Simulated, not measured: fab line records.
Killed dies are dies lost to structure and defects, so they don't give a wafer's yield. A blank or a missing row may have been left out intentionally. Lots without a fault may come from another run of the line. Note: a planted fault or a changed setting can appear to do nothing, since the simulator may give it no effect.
fab line records -- flow n5-finfet
record: lots: 3, wafers: 8, last-day: 16
route steps=1938 shown BEOL_M13@1684 BEOL_M14@1716 BEOL_M15@1830 PASSIVATION@1936
lots untouched by any fault: they come from a run of this same line in which no faults occurred
start-h: hours from the record's opening day to when the first of the lot's shown wafers began -- wait-h: how many hours have passed since the lot's step before this one -- " identical to the entry in the row above -- L1.1+2: a row that stands for several wafers -- - no value, or no start was given -- * or withheld: withheld -- < > ~ a bound
route shown NAME@n: a module of which the file shows steps, and the number in the route of the first -- usual: mean/standard deviation of fault-free wafers -- same: alike in all rows -- chamber/n: place in a boat -- sites: per-site readings -- _std_site: the standard deviation of these -- _edge_site: the outer-site mean with the inner-site mean subtracted -- radius-mm: for every site, how far away it sits from the centre of the wafer -- mask NAME#n: copy n -- behind: the most recent tool/chamber to have shaped the wafer -- hold: why the lot was held/for how many hours/how that ended -- device: which transistor (n, p or np) failed to switch -- end of line: tests run on the same wafers once the route is complete -- a step with no rows: only its recipe -- killed: not the wafer's yield, but the dies lost to structure and defects at the first sort -- map: shows each die of a wafer: x if killed, . if not, _ if none is there
set.NAME: the run value of the setting; set.NAME@STEP: its run value at that earlier step -- model.NAME: the simulator's own value behind a step, which no gauge read
certain route steps with their lots: each step a table, each wafer a row
services: a tool's chamber out of use, with start hour (start-h, from the record's first day; less than 0 if before it), hours out, and reason
== steps ==
step: N5_BEOL_M13_SOFTBAKE_23
recipe: temp-c: 130, time-s: 60
step: N5_BEOL_M13_EXPOSE_25
recipe: mask-id: M13, na: 0.93, source-shape: conventional, sigma-outer: 0.4, polarization: unpolarized, target-cd-nm: 210, dose-mj: 22
step: N5_BEOL_M13_PEB_26
recipe: peb-temp-c: 130, peb-time-s: 90
step: N5_BEOL_M13_DEVELOP_27
recipe: develop-time-s: 45, rinse-liquid: diw, dry: air-spin, dev-temp-c: 21
step: N5_BEOL_M13_HARDBAKE_32
recipe: temp-c: 130, time-s: 120
step: N5_BEOL_M13_DESCUM_33
recipe: chemistry: O2, time-s: 7.9, source-power-w: 50, bias-power-w: 20, pressure-mtorr: 20, rf-frequency-hz: 2.712e+07, temp-c: 40, o2-flow-sccm: 225
step: N5_BEOL_M13_ETCH_67
recipe: chemistry: CF4, target: SiARC, target-depth-a: 1430, time-s: 238.3, ion-energy-ev: 80, pressure-mtorr: 40, source-w: 545, bias-w: 36, Ar_flow_sccm: 100, cf4-flow-sccm: 100, ends: cleared
step: N5_BEOL_M13_ETCH_68
recipe: chemistry: N2/H2, target: SOC, mask-material: SiARC, source-w: 3000, bias-w: 350, temp-c: 40, time-s: 355, ion-energy-ev: 200, pressure-mtorr: 30, n2-flow-sccm: 200, h2-flow-sccm: 200
step: N5_BEOL_M13_STRIP_69
recipe: chemistry: N2/H2, temp-c: 40, n2-flow-sccm: 200, h2-flow-sccm: 200, rf-frequency-hz: 6e+07
step: N5_BEOL_M13_TRENCH_ETCH_34
recipe: chemistry: C4F8/O2/Ar, target: SiOC, target-depth-a: 4134.7, mask-material: SOC, pressure-mtorr: 30, source-w: 3000, bias-w: 700, Ar_flow_sccm: 400, C4F8_flow_sccm: 15, O2_flow_sccm: 8, he-inner-torr: 15, he-outer-torr: 30, time-s: 162.6, ion-energy-ev: 250
usual: drypump-motor-current-A: 5.5/0.53, oes-product-au: 0.75/0.073, rf-vpp-V: 664/3.8, showerhead-plenum-p-Torr: 3.37/0.14, throttle-valve-pct: 24.16/0.22
lot.wafer,tool,chamber,start-h,wait-h,drypump-motor-current-A,oes-product-au,rf-hours-counter-h,rf-vpp-V,showerhead-plenum-p-Torr,throttle-valve-pct,model.etch.depth-nm
L373.1,rie-diel-01,0,258.18,0.0,5.4,0.76,136,660,3.17,24.03,410.6
L373.5,rie-diel-01,1,258.18,0.0,4.7,0.69,-,667,3.53,24.52,409.4
L373.6,rie-diel-01,0,258.18,0.0,5.4,0.75,-,658,3.17,24.05,409.9
L379.2,rie-diel-01,2,298.48,0.0,6.3,0.70,198,665,3.38,23.99,382.1
L379.3,rie-diel-01,0,298.48,0.0,5.4,0.74,149,657,3.17,24.05,407.4
L385.1,rie-diel-06,2,340.98,0.0,5.0,0.71,207,661,3.27,24.26,416.4
L385.5,rie-diel-06,2,340.98,0.0,5.0,0.70,-,660,3.27,24.27,416
L385.6,rie-diel-06,1,340.98,0.0,5.0,0.73,-,660,3.26,24.25,410.7
step: N5_BEOL_M13_STRIP_70
recipe: chemistry: C4F8/O2/Ar, resist: SiARC, rf-frequency-hz: 6e+07
step: N5_BEOL_M13_OCD_MEAS_35
usual: trench-depth-nm: 409/4.6
lot.wafer,tool,chamber,start-h,wait-h,trench-depth-nm
L373.1,ocd-01,-,258.35,0.0,411
L373.5,ocd-01,-,258.35,0.0,410
L373.6,ocd-01,-,258.35,0.0,410
L379.2,ocd-02,-,298.66,0.0,382
L379.3,ocd-02,-,298.66,0.0,407
L385.1,ocd-01,-,341.16,0.0,416
L385.5,ocd-01,-,341.16,0.0,416
L385.6,ocd-01,-,341.16,0.0,411
step: N5_BEOL_M13_STRIP_37
recipe: chemistry: N2/H2, power-w: 1000, temp-c: 250, h2-frac: 0.65, overash-fraction: 0.3, pressure-mtorr: withheld, n2-flow-sccm: 1750, h2-flow-sccm: 3250
step: N5_BEOL_M13_ETCH_38
recipe: chemistry: CF4/N2, target: SiCN, target-depth-a: 675, taper-deg: 2, time-s: 71.9, ion-energy-ev: 150, mask-material: SiO2, pressure-mtorr: 40, source-w: 430, bias-w: 70, Ar_flow_sccm: 100, cf4-flow-sccm: 60, n2-flow-sccm: 60
step: N5_BEOL_M13_PRECLEAN_39
recipe: chemistry: residue-remover, time-s: 60, temp-c: 40
step: N5_BEOL_M13_SRD_40
recipe: time-s: 30, temp-c: 23, rinse-liquid: diw, dry: n2-spin, spin-rpm: 1500, dry-time-s: 30
step: N5_BEOL_M13_DEGAS_41
recipe: ambient: vacuum, temp-c: 250, time-s: 60
step: N5_BEOL_M13_PRE_CLEAN_42
recipe: gas: H2/He, time-s: 30, temp-c: 250
step: N5_BEOL_M13_SPUTTER_43
recipe: material: TaN, target-thk-a: 150, temp-c: 50, bias-v: 168.6, power-w: 15000, chamber-pressure-pa: 0.12, time-s: 24.19
step: N5_BEOL_M13_SPUTTER_44
recipe: material: Ta, target-thk-a: 100, temp-c: 50, bias-v: 80, power-w: 15000, chamber-pressure-pa: 0.07, time-s: 16.13
step: N5_BEOL_M13_SPUTTER_45
recipe: material: Cu, target-thk-a: 800, temp-c: -20, bias-v: 60, power-w: 26000, chamber-pressure-pa: 0.13, time-s: 13.33
step: N5_BEOL_M13_ECD_47
recipe: material: Cu, target-thk-a: 9360
step: N5_BEOL_M13_ANNEAL_48
recipe: temp-c: 225, time-s: 90, ambient: N2
step: N5_BEOL_M13_CMP_49
recipe: stop-on: SiOC, t-overpolish-s: 17.1, down-force-psi: 1, platen-rpm: 50, clearing-platen-down-force-psi: 1.5, clearing-platen-rpm: 50, post-cmp-clean: cu-alkaline, target-thk-nm: 420, clearing-platen-pad-velocity-m-s: 0.99484, pad-velocity-m-s: 0.99484
usual: barrier-field-endpoint-s: 30.2/0.51, motor-current-A: 6.3/0.59, overpolish-run-s: 17.100/0.0083, retaining-ring-pressure-frac: 1.000/0.0046
lot.wafer,tool,chamber,start-h,wait-h,barrier-field-endpoint-s,motor-current-A,overpolish-run-s,retaining-ring-pressure-frac,model.Cu_of_BEOL_M13_ECD_47.thk-nm
L373.1,cmp-02,1,265.09,0.4,31.2,6.4,17.101,0.997,417.4
L373.6,cmp-02,2,265.09,0.4,30.5,7.3,17.090,1.003,415.6
L373.5,cmp-02,3,265.09,0.4,30.9,6.2,17.104,1.004,415.4
L379.2,cmp-04,0,300.08,0.3,30.1,5.7,17.104,1.002,388.4
L379.3,cmp-04,1,300.08,0.3,29.5,5.5,17.114,1.006,413
L385.1,cmp-04,1,344.24,0.4,30.9,5.1,17.111,0.996,423
L385.5,cmp-04,2,344.24,0.4,29.7,7.1,17.094,0.998,422.4
L385.6,cmp-04,3,344.24,0.4,30.0,5.7,17.097,1.000,416.6
step: N5_BEOL_M13_THK_MEAS_50
recipe: thk-meas-gauge: xrf, reads: Cu_of_BEOL_M13_ECD_47
usual: M13_THK: 416/5.3
lot.wafer,tool,chamber,start-h,wait-h,M13_THK[nm]
L373.1,film-metro-02,-,265.27,-,419
L373.5,film-metro-02,-,265.27,-,416
L373.6,film-metro-02,-,265.27,-,418
L379.2,film-metro-02,-,300.30,-,391
L379.3,film-metro-02,-,300.30,-,415
L385.1,film-metro-01,-,344.42,-,422
L385.5,film-metro-01,-,344.42,-,422
L385.6,film-metro-01,-,344.42,-,416
step: N5_BEOL_M13_PRE_CLEAN_52
recipe: gas: NH3, time-s: 15, temp-c: withheld, rf-power-w: 300
step: N5_BEOL_M13_DEP_53
recipe: material: SiCN, target-thk-a: 500, temp-c: withheld, precursor: 3MS/NH3, pressure-torr: 3, rf-w: 675, time-s: 17.8
step: N5_BEOL_M13_RS_MEAS_54
recipe: thk-meas-gauge: four-point-probe, reads: Cu_of_BEOL_M13_ECD_47+Ta_of_BEOL_M13_SPUTTER_44+TaN_of_BEOL_M13_SPUTTER_43
usual: M13_RS: 0.0454/0.00053
lot.wafer,tool,chamber,start-h,wait-h,M13_RS[ohm/sq]
L373.1,film-metro-01,-,265.40,0.0,0.0451
L373.5,film-metro-01,-,265.40,0.0,0.0454
L373.6,film-metro-01,-,265.40,0.0,0.0453
L379.2,film-metro-02,-,300.43,0.1,0.0486
L379.3,film-metro-02,-,300.43,0.1,0.0456
L385.1,film-metro-01,-,344.55,0.0,0.0447
L385.5,film-metro-01,-,344.55,0.0,0.0446
L385.6,film-metro-01,-,344.55,0.0,0.0452
step: N5_BEOL_M14_ILD_DEP_00
recipe: material: SiO2, target-thk-a: 11193, temp-c: 400, precursor: TEOS/O2, pressure-torr: 6.5, rf-w: 900, teos-flow-sccm: 161.4, gas: O2, flow-sccm: 2650, time-s: 237.4
step: N5_BEOL_M14_COAT_58
recipe: resist: BARC, temp-c: 205, time-s: 60, spin-rpm: 1500, resist-thk-nm: 89
step: N5_BEOL_M14_COAT_04
recipe: spin-rpm: 1704, resist-thk-nm: 800
step: N5_BEOL_M14_EBR_06
recipe: solvent: PGMEA, ebr-width-mm: 1.5
step: N5_BEOL_M14_SOFTBAKE_05
recipe: temp-c: 130, time-s: 60
step: N5_BEOL_M14_EXPOSE_07
recipe: mask-id: V13, na: 0.8, source-shape: annular, sigma-inner: 0.5, sigma-outer: 0.8, polarization: unpolarized, attpsm-phase-deg: 180, dose-mj: 57
step: N5_BEOL_M14_PEB_08
recipe: peb-temp-c: 130, peb-time-s: 90
step: N5_BEOL_M14_DEVELOP_09
recipe: develop-time-s: 45, rinse-liquid: diw, dry: air-spin, dev-temp-c: 21
step: N5_BEOL_M14_HARDBAKE_14
recipe: temp-c: 130, time-s: 120
step: N5_BEOL_M15_RC_MEAS_101
usual: COMB_M10: 1.4e-11/3.2e-12, COMB_M11: 1.31e-11/2.6e-12, COMB_M12: 5.3e-12/1.3e-12, COMB_M13: 3.5e-12/1.1e-12, COMB_M14: 2.5e-12/9.2e-13, COMB_M15: 1.4e-12/7.1e-13, COMB_M5: 3.4e-11/7.9e-12, COMB_M6: 2.4e-11/5.1e-12, COMB_M7: 2.3e-11/4.9e-12, COMB_M8: 2.4e-11/5.6e-12, COMB_M9: 1.4e-11/3e-12, SERP_M10: 3.02/0.057, SERP_M11: 3.07/0.061, SERP_M12: 0.638/0.011, SERP_M13: 0.311/0.0054, SERP_M13_max_site: 0.314/0.0055, SERP_M14: 0.1589/0.0025, SERP_M5: 39.4/1.5, SERP_M6: 13.7/0.44, SERP_M6_max_site: 14.3/0.52, SERP_M7: 13.8/0.39, SERP_M8: 13.6/0.43, SERP_M9: 3.07/0.057
lot.wafer,tool,chamber,start-h,wait-h,COMB_M10[S/m],COMB_M11[S/m],COMB_M12[S/m],COMB_M13[S/m],COMB_M14[S/m],COMB_M15[S/m],COMB_M5[S/m],COMB_M6[S/m],COMB_M7[S/m],COMB_M8[S/m],COMB_M9[S/m],SERP_M10[ohm/um],SERP_M11[ohm/um],SERP_M12[ohm/um],SERP_M13[ohm/um],SERP_M13_max_site[ohm/um],SERP_M14[ohm/um],SERP_M5[ohm/um],SERP_M6[ohm/um],SERP_M6_max_site[ohm/um],SERP_M7[ohm/um],SERP_M8[ohm/um],SERP_M9[ohm/um]
L373.1,prober-02,0,279.01,0.0,1.2e-11,2.06e-11,4.8e-12,2.6e-12,3.3e-12,1.3e-12,3.5e-11,2.5e-11,2e-11,1.5e-11,1.3e-11,3.05,3.06,0.617,0.316,0.320,0.1561,42.3,13.5,14.3,13.5,13.3,3.01
L373.5,prober-02,0,279.01,0.0,1e-11,1.61e-11,6.7e-12,2.5e-12,4.2e-12,2.7e-12,4.1e-11,2.4e-11,2.1e-11,1.8e-11,1.2e-11,2.98,3.07,0.630,0.312,0.315,0.1572,40.9,13.7,13.9,13.0,13.3,3.03
L373.6,prober-02,0,279.01,0.0,1e-11,1.34e-11,3.2e-12,3.8e-12,3.7e-12,2.1e-12,5.9e-11,2.4e-11,2e-11,2.2e-11,8e-12,3.09,2.98,0.626,0.316,0.320,0.1570,38.7,13.9,15.0,13.8,13.7,3.06
L379.2,prober-01,0,311.40,0.2,1.8e-11,1.54e-11,6e-12,2.3e-12,2.1e-12,1.1e-12,3.8e-11,1.9e-11,2.2e-11,1.7e-11,1.6e-11,3.07,3.15,0.632,0.331,0.334,0.1585,41.8,14.1,14.4,13.8,13.1,3.00
L379.3,prober-01,0,311.40,0.2,2e-11,1.44e-11,6.2e-12,3.1e-12,2.4e-12,1.2e-12,2.4e-11,1.8e-11,1.9e-11,1.9e-11,1.5e-11,3.06,3.13,0.640,0.317,0.318,0.1609,42.2,13.7,14.4,14.2,13.7,3.03
L385.1,prober-02,0,358.14,0.0,1.5e-11,1.24e-11,4.8e-12,3.6e-12,3e-12,1.7e-12,4.3e-11,2e-11,2.5e-11,2.6e-11,1.5e-11,3.03,3.10,0.626,0.304,0.308,0.1615,39.3,14.0,14.7,12.9,13.4,3.12
L385.5,prober-02,0,358.14,0.0,1.2e-11,1.24e-11,6.8e-12,4.6e-12,3.4e-12,2e-12,4.6e-11,3e-11,2.3e-11,2.6e-11,1.6e-11,2.93,3.03,0.633,0.305,0.307,0.1598,37.2,13.9,14.2,13.8,13.5,3.11
L385.6,prober-02,0,358.14,0.0,1.9e-11,1.57e-11,3.9e-12,5.5e-12,2.6e-12,1.9e-12,4.2e-11,2.1e-11,2.9e-11,2.8e-11,1.2e-11,2.97,2.99,0.640,0.307,0.312,0.1624,40.0,14.1,14.8,14.1,14.0,3.14
sites SERP_M13 radius-mm=0,75,75,75,75,140,140,140,140
L373.1 0.314 0.320 0.318 0.320 0.314 0.317 0.316 0.312 0.312
L379.2 0.328 0.334 0.331 0.332 0.332 0.330 0.331 0.332 0.331
L385.1 0.301 0.304 0.303 0.308 0.308 0.300 0.304 0.300 0.305
step: N5_PASSIVATION_PROBE_49
usual: defect-limited-yield: 91.2/1.4, killed_at_M0_to_M3: 35/11, killed_at_M4_up: 12/4.2, killed-at-contacts: 13/5.6, killed-at-front-end: 40/12, killed-at-other: 3.3/2.6, killed-dies: 103/17, killed-on-rim: 14/4.5, killed-open: 68/12, killed-short: 34/7.6, sort_bin_5_function: 5.1/0.95, sort_bin_6_memory: 3.3/0.68, sort-n-pass: 1077/17, sort-yield-pct: 91.2/1.4
same: gross-dies: 1180, killed-at-back-side: 0, sort_bin_4_leakage[%]: 0, sort_bin_8_speed[%]: 0
lot.wafer,tool,chamber,start-h,wait-h,defect-limited-yield[%],killed_at_M0_to_M3,killed_at_M4_up,killed-at-contacts,killed-at-front-end,killed-at-other,killed-dies,killed-on-rim,killed-open,killed-short,sort_bin_5_function[%],sort_bin_6_memory[%],sort-n-pass,sort-yield-pct[%]
L373.1,prober-01,-,298.10,0.0,90.9,43,16,17,31,0,107,17,67,40,4.2,4.6,1073,90.9
L373.5,prober-01,-,298.30,0.2,92.0,39,15,12,26,2,94,13,59,34,4.8,2.8,1086,92.0
L373.6,prober-01,-,298.35,0.3,91.5,28,15,22,28,7,100,18,68,29,5.3,2.8,1080,91.5
L379.2,prober-01,-,324.97,0.1,91.9,19,8,21,42,6,96,12,69,26,5.0,2.9,1084,91.9
L379.3,prober-01,-,325.02,0.1,91.7,40,2,15,39,2,98,7,64,30,5.3,2.5,1082,91.7
killed by level:class
L373.1 MOL_CONTACT_COAG:geometric-particle:open=11 BEOL_M0_SAQP:geometric-particle:short=10 BEOL_M2:geometric-particle:open=10 BEOL_M3:geometric-particle:open=10 BEOL_M1:geometric-particle:open=8 BEOL_M4:geometric-particle:open=7 FIN_SAQP:geometric-particle:short=6 MOL_CONTACT_COAG:geometric-particle:short=6
L373.5 BEOL_M0_SAQP:geometric-particle:short=11 STI_FIN_REVEAL:geometric-particle:open=8 MOL_CONTACT_COAG:geometric-particle:open=7 BEOL_M2:geometric-particle:open=7 BEOL_M0_SAQP:geometric-particle:open=6 BEOL_M1:geometric-particle:open=6 FIN_SAQP:geometric-particle:open=5 MOL_CONTACT_COAG:geometric-particle:short=5
L373.6 MOL_CONTACT_COAG:geometric-particle:open=18 BEOL_M0_SAQP:geometric-particle:short=8 FIN_SAQP:geometric-particle:open=7 BEOL_M2:geometric-particle:open=6 BEOL_M4:geometric-particle:short=5 ILD0:geometric-particle:open=4 MOL_CONTACT_COAG:geometric-particle:short=4 BEOL_M3:geometric-particle:open=4
L379.2 MOL_CONTACT_COAG:geometric-particle:open=19 FIN_SAQP:geometric-particle:open=18 FIN_SAQP:geometric-particle:short=8 BEOL_M2:geometric-particle:open=6 STI_FIN_REVEAL:geometric-particle:open=4 DUMMY_GATE:geometric-particle:open=4 BEOL_M1:geometric-particle:open=4 GATE_CUT:geometric-particle:short=3
L379.3 MOL_CONTACT_COAG:geometric-particle:open=12 BEOL_M3:geometric-particle:open=11 STARTING-WAFER:geometric-particle:open=7 FIN_SAQP:geometric-particle:open=6 GATE_CUT:geometric-particle:short=6 BEOL_M0_SAQP:geometric-particle:short=6 STI_FIN_REVEAL:geometric-particle:open=5 BEOL_M0_SAQP:geometric-particle:open=5
== services ==
tool,chamber,start-h,hours,kind
rie-diel-01,2,235.65,2.4,repair
rie-diel-01,3,236.99,5.4,repair
cmp-02,-,238.10,4.6,pm
rie-diel-01,3,242.70,-,clean
rie-diel-01,3,242.70,-,consumable-replace:esc
rie-diel-01,3,242.70,-,consumable-replace:focus-ring
rie-diel-01,3,242.70,18.6,scheduled-down
rie-diel-01,3,242.70,18.6,vent-cycle
rie-diel-06,3,247.21,-,clean
rie-diel-06,3,247.21,-,consumable-replace:focus-ring
rie-diel-06,3,247.21,-,consumable-replace:showerhead
rie-diel-06,3,247.21,23.3,scheduled-down
rie-diel-06,3,247.21,23.3,vent-cycle
cmp-02,-,252.18,7.7,pm
rie-diel-01,0,277.94,1.8,repair
rie-diel-01,3,279.67,7.2,repair
cmp-02,-,280.94,4.0,pm
cmp-02,-,284.94,-,consumable-replace:conditioner
cmp-02,-,284.94,-,consumable-replace:pad
cmp-04,-,294.42,4.0,pm
cmp-04,-,298.42,-,consumable-replace:conditioner
cmp-04,-,298.42,-,consumable-replace:pad
cmp-04,-,330.52,2.3,repair
== key ==
first-sign: step: N5_BEOL_M13_OCD_MEAS_35, reading: trench-depth-nm, direction: down, sigmas: 5.9, usual: 409, struck: 382
effect: step: N5_BEOL_M13_THK_MEAS_50, reading: M13_THK, direction: down, sigmas: 4.8, usual: 416, struck: 391
effect: step: N5_BEOL_M13_RS_MEAS_54, reading: M13_RS, direction: up, sigmas: 6.1, usual: 0.0454, struck: 0.0486
effect: step: N5_BEOL_M15_RC_MEAS_101, reading: SERP_M13, direction: up, sigmas: 3.7, usual: 0.311, struck: 0.331
model-effect: step: N5_BEOL_M13_TRENCH_ETCH_34, value: etch.depth-nm, without: 409.2, struck: 382.1
model-effect: step: N5_BEOL_M13_CMP_49, value: Cu_of_BEOL_M13_ECD_47.thk-nm, without: 415.4, struck: 388.4
met-at N5_BEOL_M13_TRENCH_ETCH_34
struck-wafers L379.2
onset-between 258.18 298.48
fault: kind: process-parameter-drift, tool: rie-diel-01, chamber: -, onset-h: 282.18, steps: N5_BEOL_M13_TRENCH_ETCH_34, channel: target-depth-a, offset: -273.41, shape: step, end-h: 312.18, scope: struck-wafers-only, acts-in: these-recipes-only, stated: 4134.7
